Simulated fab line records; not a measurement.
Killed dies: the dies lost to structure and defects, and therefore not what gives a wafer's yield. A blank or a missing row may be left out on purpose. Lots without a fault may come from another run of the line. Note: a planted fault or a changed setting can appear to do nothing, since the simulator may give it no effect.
fab line records -- flow n5-finfet -- part 1 of 2: steps 1 to 26 of 35
[record] lots = 5, wafers = 15, last-day = 17
route steps=1938 shown MIM_TOP_ETCH@1853 MIM_BOT_LITHO@1854 MIM_BOT_ETCH@1866 PASS1_CAP@1873 TV_LITHO@1875 TV_OPEN@1887
lots that met no fault: from a run of the same line without faults
start-h: the number of hours between the record's first day and the start of the first shown wafer of the lot -- wait-h: hours from the lot's prior step to this one -- " identical to the entry in the row above -- L1.1+2: a row that stands for several wafers -- - no value, or no start was given -- * or withheld: withheld -- < > ~ a bound
route shown NAME@n: names a module that has steps shown in the file, with the first one's number in the route -- usual: mean/standard deviation of fault-free wafers -- same: alike in all rows -- chamber/n: place in a boat -- sites: each site's reading -- _std_site: their standard deviation -- _edge_site: outer sites' mean less inner sites' -- radius-mm: for every site, how far away it sits from the centre of the wafer -- mask NAME#n: copy n -- behind: the tool/chamber that last shaped the wafer -- hold: what put the lot on hold/how long, in hours/how the hold closed -- device: which transistor (n, p or np) failed to switch -- end of line: the route-end tests of the same wafers -- a step given without rows: its recipe and nothing more -- killed: count of dies lost to structure and defects at first sort (not the wafer's yield) -- map: shows each die of a wafer: x if killed, . if not, _ if none is there
set.NAME: the setting that was run; set.NAME@STEP: the one run at that earlier step -- model.NAME: the simulator's own value behind a step, which no gauge read
lots seen at some steps along the route; tables by step, rows by wafer
services: from which hour (start-h, from the record's first day; less than 0 if before it) a tool's chamber was out of use, for how many hours, and why
[[steps]]
[step N5_MIM_TOP_ETCH_PECVD_03]
[recipe] material = SiNx, target-thk-a = 200, temp-c = 400, precursor = SiH4/NH3/N2, pressure-torr = 1.5, rf-w = 300, time-s = 17.6
[usual] heater-power-w = 848/100, showerhead-plenum-p-Torr = 5.14/0.1, throttle-valve-pct = 40.8/2
lot.wafer,tool,chamber,start-h,wait-h,heater-power-w,showerhead-plenum-p-Torr,throttle-valve-pct
L077.1,pecvd-01,2,282.82,-,914,5.04,37.6
L077.5,pecvd-01,0,282.82,-,757,4.91,44.1
L077.6,pecvd-01,1,282.82,-,950,5.24,40.8
L078.1,pecvd-02,1,308.91,-,981,5.26,42.7
L078.3,pecvd-02,2,308.91,-,926,5.16,38.7
L078.4,pecvd-02,0,308.91,-,702,5.17,41.5
L082.1,pecvd-02,0,337.23,-,710,5.16,41.7
L082.4,pecvd-02,1,337.23,-,967,5.24,42.4
L082.6,pecvd-02,2,337.23,-,947,5.14,38.6
L084.1,pecvd-03,0,362.72,-,775,5.18,40.3
L084.2,pecvd-03,2,362.72,-,911,5.15,41.9
L084.6,pecvd-03,1,362.72,-,855,5.18,42.1
L088.1,pecvd-03,0,390.60,-,793,5.18,40.1
L088.4,pecvd-03,0,390.60,-,792,5.17,40.2
L088.5,pecvd-03,0,390.60,-,796,5.19,40.1
[step N5_MIM_BOT_LITHO_HMDS_01]
[recipe] time-s = 60, temp-c = 120
lot.wafer,tool,chamber,start-h,wait-h
L077.1+5+6,litho-track-01,0,282.89,0.0
L078.1+3+4,litho-track-01,0,308.98,0.0
L082.1+4+6,litho-track-03,0,337.31,0.0
L084.1+2+6,litho-track-02,0,362.80,0.0
L088.1+4+5,litho-track-03,0,390.70,0.1
[step N5_MIM_BOT_LITHO_COAT_02]
[recipe] spin-rpm = *, resist-thk-nm = *
lot.wafer,tool,chamber,start-h,wait-h
L077.1+5+6,litho-track-01,0,-,-
L078.1+3+4,litho-track-01,0,-,-
L082.1+4+6,litho-track-03,0,-,-
L084.1+2+6,litho-track-02,0,-,-
L088.1+4+5,litho-track-03,0,-,-
[step N5_MIM_BOT_LITHO_EBR_04]
[recipe] solvent = PGMEA, ebr-width-mm = 1.5
lot.wafer,tool,chamber,start-h,wait-h
L077.1+5+6,litho-track-01,0,-,-
L078.1+3+4,litho-track-01,0,-,-
L082.1+4+6,litho-track-03,0,-,-
L084.1+2+6,litho-track-02,0,-,-
L088.1+4+5,litho-track-03,0,-,-
[step N5_MIM_BOT_LITHO_SOFTBAKE_03]
[recipe] temp-c = 100, time-s = 90
lot.wafer,tool,chamber,start-h,wait-h
L077.1+5+6,litho-track-01,0,-,-
L078.1+3+4,litho-track-01,0,-,-
L082.1+4+6,litho-track-03,0,-,-
L084.1+2+6,litho-track-02,0,-,-
L088.1+4+5,litho-track-03,0,-,-
[step N5_MIM_BOT_LITHO_EXPOSE_05]
[recipe] mask-id = MIM_BOT, na = 0.55, source-shape = conventional, sigma-outer = 0.8, polarization = unpolarized, dose-mj = 24.25
[usual] reticle-temp-C = 23.00/0.1, stage-vel-mm-s = 499.99/0.28
lot.wafer,tool,chamber,start-h,wait-h,mask,reticle-temp-C,stage-vel-mm-s
L077.1,krf-scanner-02,0,283.00,-,MIM_BOT#0,22.88,499.79
L077.5,krf-scanner-02,0,283.00,-,MIM_BOT#0,22.95,499.79
L077.6,krf-scanner-02,0,283.00,-,MIM_BOT#0,22.92,499.78
L078.1,krf-scanner-01,0,309.21,-,MIM_BOT#0,22.99,499.77
L078.3,krf-scanner-01,0,309.21,-,MIM_BOT#0,23.24,499.98
L078.4,krf-scanner-01,0,309.21,-,MIM_BOT#0,23.14,500.09
L082.1,krf-scanner-01,0,337.54,-,MIM_BOT#0,22.98,500.38
L082.4,krf-scanner-01,0,337.54,-,MIM_BOT#0,22.90,500.18
L082.6,krf-scanner-01,0,337.54,-,MIM_BOT#0,23.00,500.40
L084.1,krf-scanner-01,0,362.90,-,MIM_BOT#0,22.83,499.58
L084.2,krf-scanner-01,0,362.90,-,MIM_BOT#0,22.98,499.38
L084.6,krf-scanner-01,0,362.90,-,MIM_BOT#0,22.91,499.85
L088.1,krf-scanner-01,0,390.93,-,MIM_BOT#0,22.82,499.64
L088.4,krf-scanner-01,0,390.93,-,MIM_BOT#0,22.95,499.55
L088.5,krf-scanner-01,0,390.93,-,MIM_BOT#0,22.81,499.54
[step N5_MIM_BOT_LITHO_PEB_06]
[recipe] peb-temp-c = withheld, peb-time-s = *
lot.wafer,tool,chamber,start-h,wait-h
L077.1+5+6,litho-track-01,0,283.06,0.1
L078.1+3+4,litho-track-03,0,309.27,0.1
L082.1+4+6,litho-track-02,0,337.60,0.1
L084.1+2+6,litho-track-03,0,362.96,0.1
L088.1+4+5,litho-track-01,0,390.99,0.1
[step N5_MIM_BOT_LITHO_DEVELOP_07]
[recipe] develop-time-s = 60, rinse-liquid = diw, dry = air-spin, dev-temp-c = 21
[usual] developer-temp-C = 21.00/0.091
lot.wafer,tool,chamber,start-h,wait-h,developer-temp-C
L077.1,litho-track-01,0,-,-,21.07
L077.5,litho-track-01,0,-,-,21.07
L077.6,litho-track-01,0,-,-,21.09
L078.1,litho-track-03,0,-,-,21.06
L078.3,litho-track-03,0,-,-,21.03
L078.4,litho-track-03,0,-,-,21.06
L082.1,litho-track-02,0,-,-,21.04
L082.4,litho-track-02,0,-,-,21.01
L082.6,litho-track-02,0,-,-,21.11
L084.1,litho-track-03,0,-,-,20.89
L084.2,litho-track-03,0,-,-,21.03
L084.6,litho-track-03,0,-,-,20.93
L088.1,litho-track-01,0,-,-,21.03
L088.4,litho-track-01,0,-,-,21.09
L088.5,litho-track-01,0,-,-,20.91
[step N5_MIM_BOT_LITHO_HARDBAKE_09]
[recipe] temp-c = 130, time-s = 120
lot.wafer,tool,chamber,start-h,wait-h
L077.1+5+6,litho-track-01,0,-,-
L078.1+3+4,litho-track-03,0,-,-
L082.1+4+6,litho-track-02,0,-,-
L084.1+2+6,litho-track-03,0,-,-
L088.1+4+5,litho-track-01,0,-,-
[step N5_MIM_BOT_LITHO_CD_MEAS_08]
[recipe] target-cd-nm = 3000, landing-energy-ev = 500, detector = se-inlens, polarity = opening
[usual] cd-nm = 2999.7/1.5
lot.wafer,tool,chamber,start-h,wait-h,cd-nm
L077.1,cd-sem-02,0,283.18,-,2998.3
L077.5,cd-sem-02,0,283.18,-,2998.9
L077.6,cd-sem-02,0,283.18,-,3000.0
L078.1,cd-sem-01,0,309.39,-,2999.2
L078.3,cd-sem-01,0,309.39,-,2999.4
L078.4,cd-sem-01,0,309.39,-,2996.1
L082.1,cd-sem-02,0,337.72,-,3000.1
L082.4,cd-sem-02,0,337.72,-,2999.2
L082.6,cd-sem-02,0,337.72,-,2998.7
L084.1,cd-sem-02,0,363.08,-,3001.5
L084.2,cd-sem-02,0,363.08,-,2999.8
L084.6,cd-sem-02,0,363.08,-,2999.3
L088.1,cd-sem-01,0,391.11,-,3003.0
L088.4,cd-sem-01,0,391.11,-,3001.4
L088.5,cd-sem-01,0,391.11,-,2999.5
[step N5_MIM_BOT_LITHO_OVL_MEAS_11]
[recipe] points-per-wafer = 44
[usual] MIM_BOT_OVL = 1/5.4
lot.wafer,tool,chamber,start-h,wait-h,MIM_BOT_OVL[nm]
L077.1,overlay-01,0,283.21,0.0,2
L077.5,overlay-01,0,283.21,0.0,4
L077.6,overlay-01,0,283.21,0.0,9
L078.1,overlay-01,0,309.42,0.0,0
L078.3,overlay-01,0,309.42,0.0,4
L078.4,overlay-01,0,309.42,0.0,-6
L082.1,overlay-01,0,337.75,0.0,-8
L082.4,overlay-01,0,337.75,0.0,4
L082.6,overlay-01,0,337.75,0.0,-3
L084.1,overlay-01,0,363.11,0.0,-1
L084.2,overlay-01,0,363.11,0.0,6
L084.6,overlay-01,0,363.11,0.0,-2
L088.1,overlay-02,0,391.14,0.0,-8
L088.4,overlay-02,0,391.14,0.0,9
L088.5,overlay-02,0,391.14,0.0,-8
[step N5_MIM_BOT_LITHO_INSPECT_12]
[recipe] mode = adi, inspect-instrument = macro
[usual] raw-defect-count = 2.2/1.3
lot.wafer,tool,chamber,start-h,wait-h,raw-defect-count
L077.1,defect-inspect-02,-,283.23,0.0,1
L077.5,defect-inspect-02,-,283.23,0.0,2
L077.6,defect-inspect-02,-,283.23,0.0,3
L078.1,defect-inspect-02,-,309.44,0.0,3
L078.3,defect-inspect-02,-,309.44,0.0,4
L078.4,defect-inspect-02,-,309.44,0.0,4
L082.1,defect-inspect-01,-,337.77,0.0,5
L082.4,defect-inspect-01,-,337.77,0.0,1
L082.6,defect-inspect-01,-,337.77,0.0,2
L084.1,defect-inspect-02,-,363.14,0.0,1
L084.2,defect-inspect-02,-,363.14,0.0,3
L084.6,defect-inspect-02,-,363.14,0.0,3
L088.1,defect-inspect-01,-,391.16,0.0,1
L088.4,defect-inspect-01,-,391.16,0.0,4
L088.5,defect-inspect-01,-,391.16,0.0,2
[step N5_MIM_BOT_LITHO_DESCUM_10]
[recipe] chemistry = O2, time-s = 7.9, source-power-w = 50, bias-power-w = 20, pressure-mtorr = 20, rf-frequency-hz = 2.712e+07, temp-c = 40, o2-flow-sccm = 225
[usual] drypump-motor-current-A = 5.7/0.46, oes-product-au = 0.80/0.091, rf-vpp-V = 242.9/1.4, showerhead-plenum-p-Torr = 2.08/0.082, throttle-valve-pct = 20.43/0.21
lot.wafer,tool,chamber,start-h,wait-h,drypump-motor-current-A,oes-product-au,rf-hours-counter-h,rf-vpp-V,showerhead-plenum-p-Torr,throttle-valve-pct
L077.1,rie-diel-01,0,283.26,0.0,5.5,0.76,138,241.6,2.01,20.70
L077.5,rie-diel-01,2,283.26,0.0,6.0,0.99,-,244.9,2.04,20.28
L077.6,rie-diel-01,1,283.26,0.0,5.9,0.70,-,240.7,1.99,20.54
L078.1,rie-diel-01,0,309.47,0.0,5.5,0.74,145,242.3,2.01,20.70
L078.3,rie-diel-01,2,309.47,0.0,6.0,0.96,15,242.8,2.04,20.31
L078.4,rie-diel-01,1,309.47,0.0,5.9,0.70,239,241.3,1.99,20.56
L082.1,rie-diel-04,1,337.80,0.0,5.7,0.74,174,242.6,2.01,20.41
L082.4,rie-diel-04,3,337.80,0.0,6.7,0.81,118,244.6,2.20,20.38
L082.6,rie-diel-04,0,337.80,0.0,5.8,0.73,-,242.1,2.00,20.31
L084.1,rie-diel-04,0,363.17,0.0,5.8,0.73,184,241.1,1.99,20.31
L084.2,rie-diel-04,2,363.17,0.0,6.0,0.87,39,242.9,2.12,20.32
L084.6,rie-diel-04,0,363.17,0.0,5.8,0.72,-,242.1,1.99,20.32
L088.1,rie-diel-05,2,391.58,0.4,6.1,0.94,13,242.8,2.14,20.39
L088.4,rie-diel-05,1,391.58,0.4,5.0,0.76,137,243.2,2.10,20.58
L088.5,rie-diel-05,1,391.58,0.4,5.0,0.76,-,244.4,2.10,20.57
[step N5_MIM_BOT_ETCH_ETCH_04]
[recipe] chemistry = CF4/O2, target = SiNx, target-depth-a = 260, time-s = 13, ion-energy-ev = 100, pressure-mtorr = 40, source-w = 535, bias-w = 49, Ar_flow_sccm = 100, cf4-flow-sccm = 100, O2_flow_sccm = 10
[usual] drypump-motor-current-A = 5.7/0.46, oes-product-au = 0.80/0.091, rf-vpp-V = 239.3/2.9, showerhead-plenum-p-Torr = 2.19/0.08, throttle-valve-pct = 15.99/0.2
lot.wafer,tool,chamber,start-h,wait-h,drypump-motor-current-A,oes-product-au,rf-hours-counter-h,rf-vpp-V,showerhead-plenum-p-Torr,throttle-valve-pct
L077.1,rie-diel-01,0,283.33,0.0,5.5,0.75,138,242.4,2.12,16.20
L077.5,rie-diel-01,2,283.33,0.0,6.0,0.99,-,235.1,2.17,15.93
L077.6,rie-diel-01,1,283.33,0.0,5.9,0.70,-,239.1,2.09,16.06
L078.1,rie-diel-01,0,309.54,0.0,5.5,0.74,145,242.3,2.12,16.21
L078.3,rie-diel-01,2,309.54,0.0,6.0,0.97,15,234.3,2.17,15.96
L078.4,rie-diel-01,1,309.54,0.0,5.9,0.70,239,237.1,2.09,16.09
L082.1,rie-diel-04,1,337.87,0.0,5.7,0.76,174,235.0,2.12,16.00
L082.4,rie-diel-04,3,337.87,0.0,6.7,0.82,118,241.4,2.31,15.90
L082.6,rie-diel-04,0,337.87,0.0,5.8,0.73,-,240.7,2.11,15.92
L084.1,rie-diel-04,0,363.24,0.0,5.8,0.72,184,239.7,2.10,15.94
L084.2,rie-diel-04,2,363.24,0.0,6.0,0.88,39,237.3,2.24,15.87
L084.6,rie-diel-04,0,363.24,0.0,5.8,0.72,-,239.5,2.10,15.95
L088.1,rie-diel-05,2,391.65,0.0,6.1,0.93,13,243.5,2.25,15.87
L088.4,rie-diel-05,1,391.65,0.0,5.0,0.76,137,240.0,2.21,16.14
L088.5,rie-diel-05,1,391.65,0.0,5.0,0.76,-,240.6,2.21,16.09
[step N5_MIM_BOT_ETCH_ETCH_03]
[recipe] chemistry = Cl2/BCl3, target-depth-a = 120, pressure-mtorr = 8, icp-w = 800, bias-w = 100, Cl2_flow_sccm = 20, bcl3-flow-sccm = 80
[usual] drypump-motor-current-A = 5.5/0.36, oes-product-au = 0.77/0.084, throttle-valve-pct = 27.48/0.15
lot.wafer,tool,chamber,start-h,wait-h,drypump-motor-current-A,oes-product-au,rf-hours-counter-h,throttle-valve-pct
L077.1,rie-metal-03,1,283.42,0.1,5.8,0.69,76,27.54
L077.5,rie-metal-03,0,283.42,0.1,5.7,0.93,-,27.32
L077.6,rie-metal-03,1,283.42,0.1,5.8,0.69,-,27.55
L078.1,rie-metal-02,0,309.63,0.1,4.9,0.73,63,27.67
L078.3,rie-metal-02,0,309.63,0.1,4.9,0.74,-,27.66
L078.4,rie-metal-02,1,309.63,0.1,5.8,0.81,-,27.49
L082.1,rie-metal-03,1,337.96,0.1,5.8,0.68,81,27.56
L082.4,rie-metal-03,0,337.96,0.1,5.6,0.89,-,27.32
L082.6,rie-metal-03,0,337.96,0.1,5.6,0.90,-,27.31
L084.1,rie-metal-02,1,363.33,0.1,5.8,0.79,45,27.51
L084.2,rie-metal-02,0,363.33,0.1,4.9,0.71,68,27.67
L084.6,rie-metal-02,1,363.33,0.1,5.8,0.80,-,27.51
L088.1,rie-metal-03,1,391.74,0.1,5.8,0.67,85,27.55
L088.4,rie-metal-03,0,391.74,0.1,5.6,0.87,-,27.31
L088.5,rie-metal-03,1,391.74,0.1,5.8,0.68,-,27.56
[step N5_MIM_BOT_ETCH_ETCH_00]
[recipe] chemistry = Cl2/BCl3, target = TiN, target-depth-a = 455, ion-energy-ev = 150, pressure-mtorr = 10, icp-w = 1000, bias-w = 126, Cl2_flow_sccm = 53.25, bcl3-flow-sccm = 21.75, Ar_flow_sccm = 25
[usual] drypump-motor-current-A = 5.5/0.35, oes-product-au = 0.77/0.083, throttle-valve-pct = 21.83/0.15
lot.wafer,tool,chamber,start-h,wait-h,drypump-motor-current-A,oes-product-au,rf-hours-counter-h,throttle-valve-pct
L077.1,rie-metal-03,1,283.51,0.1,5.8,0.69,76,21.91
L077.5,rie-metal-03,0,283.51,0.1,5.7,0.92,-,21.64
L077.6,rie-metal-03,1,283.51,0.1,5.8,0.69,-,21.92
L078.1,rie-metal-02,0,309.72,0.1,4.9,0.72,63,21.98
L078.3,rie-metal-02,0,309.72,0.1,4.9,0.72,-,22.01
L078.4,rie-metal-02,1,309.72,0.1,5.7,0.80,-,21.79
L082.1,rie-metal-03,1,338.05,0.1,5.8,0.69,81,21.93
L082.4,rie-metal-03,0,338.05,0.1,5.7,0.89,-,21.65
L082.6,rie-metal-03,0,338.05,0.1,5.7,0.89,-,21.65
L084.1,rie-metal-02,1,363.42,0.1,5.8,0.79,45,21.77
L084.2,rie-metal-02,0,363.42,0.1,4.9,0.71,68,22.04
L084.6,rie-metal-02,1,363.42,0.1,5.7,0.79,-,21.78
L088.1,rie-metal-03,1,391.83,0.1,5.8,0.66,85,21.95
L088.4,rie-metal-03,0,391.83,0.1,5.6,0.88,-,21.67
L088.5,rie-metal-03,1,391.83,0.1,5.8,0.67,-,21.93
[step N5_MIM_BOT_ETCH_STRIP_01]
[recipe] chemistry = O2, power-w = 600, temp-c = 60, pressure-mtorr = 30, rf-frequency-hz = 6e+07, bias-power-w = 0, overash-fraction = 0.5, o2-flow-sccm = 225
[usual] drypump-motor-current-A = 5.6/0.5, oes-product-au = 0.81/0.1, rf-vpp-V = 3.9/1.3, showerhead-plenum-p-Torr = 2.09/0.079, throttle-valve-pct = 16.73/0.24
lot.wafer,tool,chamber,start-h,wait-h,drypump-motor-current-A,oes-product-au,rf-hours-counter-h,rf-vpp-V,showerhead-plenum-p-Torr,throttle-valve-pct
L077.1,rie-diel-01,2,283.65,0.1,6.0,0.98,7,4.6,2.05,16.49
L077.5,rie-diel-01,3,283.65,0.1,5.1,0.90,-,3.2,2.15,16.32
L077.6,rie-diel-01,0,283.65,0.1,5.5,0.75,-,4.6,2.01,16.87
L078.1,rie-diel-05,1,309.86,0.1,5.0,0.80,104,2.8,2.11,16.77
L078.3,rie-diel-05,3,309.86,0.1,5.6,0.68,230,0.9,1.99,17.17
L078.4,rie-diel-05,0,309.86,0.1,5.0,1.01,3,2.9,2.14,16.63
L082.1,rie-diel-01,1,338.19,0.1,5.9,0.69,248,4.3,1.99,16.83
L082.4,rie-diel-01,3,338.19,0.1,5.1,0.85,36,2.3,2.14,16.33
L082.6,rie-diel-01,0,338.19,0.1,5.5,0.74,-,6.2,2.01,16.91
L084.1,rie-diel-05,2,363.60,0.1,6.1,0.99,2,4.3,2.15,16.53
L084.2,rie-diel-05,1,363.60,0.1,5.0,0.77,126,3.0,2.11,16.78
L084.6,rie-diel-05,1,363.60,0.1,5.0,0.78,-,3.1,2.11,16.76
L088.1,rie-diel-01,2,392.03,0.2,6.1,0.90,46,4.7,2.03,16.61
L088.4,rie-diel-01,3,392.03,0.2,5.1,0.83,58,6.3,2.13,16.38
L088.5,rie-diel-01,0,392.03,0.2,5.5,0.71,-,2.6,2.00,16.98
[step N5_MIM_BOT_ETCH_STRIP_02]
[recipe] chemistry = post-etch-residue-remover, time-s = 1200, temp-c = 72.5
lot.wafer,tool,chamber,start-h,wait-h
L077.1+5+6,wet-bench-05,"7,2,4",283.72,-
L078.1+3+4,wet-bench-04,"5,3,4",309.93,-
L082.1+4+6,wet-bench-04,"3,5,2",338.26,-
L084.1+2+6,wet-bench-03,"6,0,7",363.67,-
L088.1+4+5,wet-bench-03,"1,0,6",392.10,-
[step N5_MIM_BOT_ETCH_CLEAN_05]
[recipe] chemistry = IPA, time-s = 180, temp-c = 25
lot.wafer,tool,chamber,start-h,wait-h
L077.1+5+6,wet-bench-05,"7,2,4",284.05,0.0
L078.1+3+4,wet-bench-04,"5,3,4",310.26,0.0
L082.1+4+6,wet-bench-04,"3,5,2",338.59,0.0
L084.1+2+6,wet-bench-03,"6,0,7",364.00,0.0
L088.1+4+5,wet-bench-03,"1,0,6",392.43,0.0
[step N5_MIM_BOT_ETCH_SRD_06]
[recipe] dry = ipa-marangoni, time-s = 30, temp-c = 23, rinse-liquid = diw
lot.wafer,tool,chamber,start-h,wait-h
L077.1+5+6,wet-bench-05,"7,2,4",284.10,0.0
L078.1+3+4,wet-bench-04,"5,3,4",310.31,0.0
L082.1+4+6,wet-bench-04,"3,5,2",338.64,0.0
L084.1+2+6,wet-bench-03,"6,0,7",364.05,0.0
L088.1+4+5,wet-bench-03,"1,0,6",392.48,0.0
[step N5_PASSIVATION_PECVD_55]
[recipe] material = SiO2, target-thk-a = 4000, temp-c = 400, precursor = SiH4/N2O, pressure-torr = 2.7, rf-w = 608, time-s = 22.5
[usual] heater-power-w = 703/84, showerhead-plenum-p-Torr = 8.13/0.12, throttle-valve-pct = 52/3.2
lot.wafer,tool,chamber,start-h,wait-h,heater-power-w,showerhead-plenum-p-Torr,throttle-valve-pct
L077.1,pecvd-03,2,284.15,0.0,828,8.18,53
L077.5,pecvd-03,0,284.15,0.0,657,8.24,52
L077.6,pecvd-03,1,284.15,0.0,683,8.22,54
L078.1,pecvd-04,0,310.36,0.0,649,8.18,52
L078.3,pecvd-04,2,310.36,0.0,743,8.10,46
L078.4,pecvd-04,0,310.36,0.0,515,8.19,52
L082.1,pecvd-03,0,338.69,0.0,649,8.23,52
L082.4,pecvd-03,0,338.69,0.0,669,8.20,52
L082.6,pecvd-03,1,338.69,0.0,802,8.22,54
L084.1,pecvd-01,0,364.10,0.0,649,7.79,57
L084.2,pecvd-01,2,364.10,0.0,718,8.02,49
L084.6,pecvd-01,1,364.10,0.0,804,8.31,53
L088.1,pecvd-01,2,392.53,0.0,792,8.03,49
L088.4,pecvd-01,2,392.53,0.0,814,8.04,49
L088.5,pecvd-01,1,392.53,0.0,703,8.31,53
[step N5_PASSIVATION_PECVD_01]
[recipe] material = SiNx, target-thk-a = 2000, temp-c = 400, precursor = SiH4/NH3/N2, pressure-torr = 4.9, rf-w = 1406, time-s = 43.2
[usual] heater-power-w = 419/87, showerhead-plenum-p-Torr = 8.65/0.083, throttle-valve-pct = 29.4/1.7
lot.wafer,tool,chamber,start-h,wait-h,heater-power-w,showerhead-plenum-p-Torr,throttle-valve-pct
L077.1,pecvd-03,2,284.18,0.0,528,8.69,30.4
L077.5,pecvd-03,0,284.18,0.0,408,8.71,29.6
L077.6,pecvd-03,1,284.18,0.0,547,8.72,30.6
L078.1,pecvd-04,0,310.39,0.0,358,8.67,29.4
L078.3,pecvd-04,2,310.39,0.0,374,8.61,26.0
L078.4,pecvd-04,0,310.39,0.0,362,8.67,29.7
L082.1,pecvd-03,0,338.72,0.0,381,8.71,29.5
L082.4,pecvd-03,0,338.72,0.0,398,8.73,29.3
L082.6,pecvd-03,1,338.72,0.0,545,8.71,30.7
L084.1,pecvd-01,0,364.14,0.0,287,8.45,32.1
L084.2,pecvd-01,2,364.14,0.0,485,8.57,27.9
L084.6,pecvd-01,1,364.14,0.0,515,8.78,29.7
L088.1,pecvd-01,2,392.56,0.0,514,8.59,27.5
L088.4,pecvd-01,2,392.56,0.0,538,8.57,27.7
L088.5,pecvd-01,1,392.56,0.0,588,8.78,29.7
[step N5_PASSIVATION_HMDS_03]
[recipe] time-s = 60, temp-c = 120
lot.wafer,tool,chamber,start-h,wait-h
L077.1+5+6,litho-track-01,0,285.68,1.5
L078.1+3+4,litho-track-04,0,310.64,0.2
L082.1+4+6,litho-track-04,0,341.36,2.6
L084.1+2+6,litho-track-01,0,367.90,3.7
L088.1+4+5,litho-track-05,0,393.27,0.7
[step N5_PASSIVATION_COAT_04]
[recipe] spin-rpm = *, resist-thk-nm = *
lot.wafer,tool,chamber,start-h,wait-h
L077.1+5+6,litho-track-01,0,-,-
L078.1+3+4,litho-track-04,0,-,-
L082.1+4+6,litho-track-04,0,-,-
L084.1+2+6,litho-track-01,0,-,-
L088.1+4+5,litho-track-05,0,-,-
[step N5_PASSIVATION_EBR_06]
[recipe] solvent = PGMEA, ebr-width-mm = 1.5
lot.wafer,tool,chamber,start-h,wait-h
L077.1+5+6,litho-track-01,0,-,-
L078.1+3+4,litho-track-04,0,-,-
L082.1+4+6,litho-track-04,0,-,-
L084.1+2+6,litho-track-01,0,-,-
L088.1+4+5,litho-track-05,0,-,-
[step N5_PASSIVATION_SOFTBAKE_05]
[recipe] temp-c = 100, time-s = 90
lot.wafer,tool,chamber,start-h,wait-h
L077.1+5+6,litho-track-01,0,-,-
L078.1+3+4,litho-track-04,0,-,-
L082.1+4+6,litho-track-04,0,-,-
L084.1+2+6,litho-track-01,0,-,-
L088.1+4+5,litho-track-05,0,-,-
